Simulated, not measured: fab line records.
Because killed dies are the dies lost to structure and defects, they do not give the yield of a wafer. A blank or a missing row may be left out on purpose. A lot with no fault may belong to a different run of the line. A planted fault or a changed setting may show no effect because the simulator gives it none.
Matching of chambers || flow nand harc || 4 sister chambers for NHARC_P_ZERO_WELL_ETCH_63 on rie si-06
The step etches the open film in HBr/Cl2, target depth 120 nm, time 40.1 s. 16 wafers are shown with their chamber, then 8 later ones without.

EACH WAFER AND ITS CHAMBER
{"wafer": "L923.3", "chamber": 0, "drypump motor current A (A)": 5.7, "oes product au (a.u.)": 0.985, "throttle valve pct (%)": 26.396}
{"wafer": "L923.4", "chamber": 1, "drypump motor current A (A)": 5.8, "oes product au (a.u.)": 0.992, "throttle valve pct (%)": 26.423}
{"wafer": "L923.6", "chamber": 2, "drypump motor current A (A)": 6.5, "oes product au (a.u.)": 0.991, "throttle valve pct (%)": 26.421}
{"wafer": "L924.1", "chamber": 3, "drypump motor current A (A)": 5.9, "oes product au (a.u.)": 0.988, "throttle valve pct (%)": 26.398}
{"wafer": "L924.2", "chamber": 0, "drypump motor current A (A)": 5.6, "oes product au (a.u.)": 0.992, "throttle valve pct (%)": 26.396}
{"wafer": "L924.5", "chamber": 2, "drypump motor current A (A)": 6.5, "oes product au (a.u.)": 0.990, "throttle valve pct (%)": 26.409}
{"wafer": "L928.1", "chamber": 3, "drypump motor current A (A)": 5.9, "oes product au (a.u.)": 0.996, "throttle valve pct (%)": 26.399}
{"wafer": "L928.2", "chamber": 0, "drypump motor current A (A)": 5.7, "oes product au (a.u.)": 0.990, "throttle valve pct (%)": 26.398}
{"wafer": "L928.4", "chamber": 2, "drypump motor current A (A)": 6.5, "oes product au (a.u.)": 1.008, "throttle valve pct (%)": 26.405}
{"wafer": "L929.2", "chamber": 1, "drypump motor current A (A)": 5.8, "oes product au (a.u.)": 1.014, "throttle valve pct (%)": 26.404}
{"wafer": "L929.3", "chamber": 2, "drypump motor current A (A)": 6.5, "oes product au (a.u.)": 1.000, "throttle valve pct (%)": 26.405}
{"wafer": "L929.6", "chamber": 1, "drypump motor current A (A)": 5.8, "oes product au (a.u.)": 1.009, "throttle valve pct (%)": 26.407}
{"wafer": "L931.3", "chamber": 0, "drypump motor current A (A)": 5.6, "oes product au (a.u.)": 0.980, "throttle valve pct (%)": 26.402}
{"wafer": "L931.4", "chamber": 3, "drypump motor current A (A)": 5.9, "oes product au (a.u.)": 0.985, "throttle valve pct (%)": 26.410}
{"wafer": "L931.6", "chamber": 1, "drypump motor current A (A)": 5.8, "oes product au (a.u.)": 1.010, "throttle valve pct (%)": 26.404}
{"wafer": "L934.1", "chamber": 2, "drypump motor current A (A)": 6.5, "oes product au (a.u.)": 0.999, "throttle valve pct (%)": 26.404}

SIGNATURES, as means of the wafers listed above
{"reading": "drypump motor current A", "chamber 0": 5.650, "chamber 1": 5.800, "chamber 2": 6.500, "chamber 3": 5.900, "scatter within a chamber": 0.0289}
{"reading": "oes product au", "chamber 0": 0.98675, "chamber 1": 1.00625, "chamber 2": 0.99760, "chamber 3": 0.98967, "scatter within a chamber": 0.00738}
{"reading": "throttle valve pct", "chamber 0": 26.39800, "chamber 1": 26.40950, "chamber 2": 26.40880, "chamber 3": 26.40233, "scatter within a chamber": 0.00685}
Rule: for a wafer and a chamber, the distance is found by dividing, reading by reading, the gap between the wafer's reading and the chamber's mean by the reading's scatter, squaring, summing and taking the root. The wafer belongs to the nearest chamber; if the next one is less than 2 further off, it can't be placed. The scatter: the root of (the sum of the squares of (reading less its chamber's mean) over the shown wafers, divided by (wafers less chambers)).

WAFERS WITHOUT THEIR CHAMBER
{"wafer": "L934.2", "drypump motor current A (A)": 5.8, "oes product au (a.u.)": 0.992, "throttle valve pct (%)": 26.396}
{"wafer": "L934.6", "drypump motor current A (A)": 6.5, "oes product au (a.u.)": 1.004, "throttle valve pct (%)": 26.400}
{"wafer": "L935.1", "drypump motor current A (A)": 5.9, "oes product au (a.u.)": 0.981, "throttle valve pct (%)": 26.402}
{"wafer": "L935.4", "drypump motor current A (A)": 5.7, "oes product au (a.u.)": 0.980, "throttle valve pct (%)": 26.408}
{"wafer": "L935.5", "drypump motor current A (A)": 5.6, "oes product au (a.u.)": 0.991, "throttle valve pct (%)": 26.401}
{"wafer": "L939.1", "drypump motor current A (A)": 6.5, "oes product au (a.u.)": 0.995, "throttle valve pct (%)": 26.415}
{"wafer": "L939.5", "drypump motor current A (A)": 5.8, "oes product au (a.u.)": 1.003, "throttle valve pct (%)": 26.423}
{"wafer": "L939.6", "drypump motor current A (A)": 6.5, "oes product au (a.u.)": 0.992, "throttle valve pct (%)": 26.409}

CHAMBER TAKEN BY EACH
{"wafer": "L934.2", "from the rows above": "can't be placed: 1 or 3", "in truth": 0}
{"wafer": "L934.6", "from the rows above": 2, "in truth": 2}
{"wafer": "L935.1", "from the rows above": 3, "in truth": 3}
{"wafer": "L935.4", "from the rows above": 0, "in truth": 0}
{"wafer": "L935.5", "from the rows above": 0, "in truth": 0}
{"wafer": "L939.1", "from the rows above": 2, "in truth": 2}
{"wafer": "L939.5", "from the rows above": 1, "in truth": 1}
{"wafer": "L939.6", "from the rows above": 2, "in truth": 2}
Correctly placed: 7 of 8. Not placeable from these rows: 1 (in 0, the candidates include the true chamber). Wrongly placed: 0.
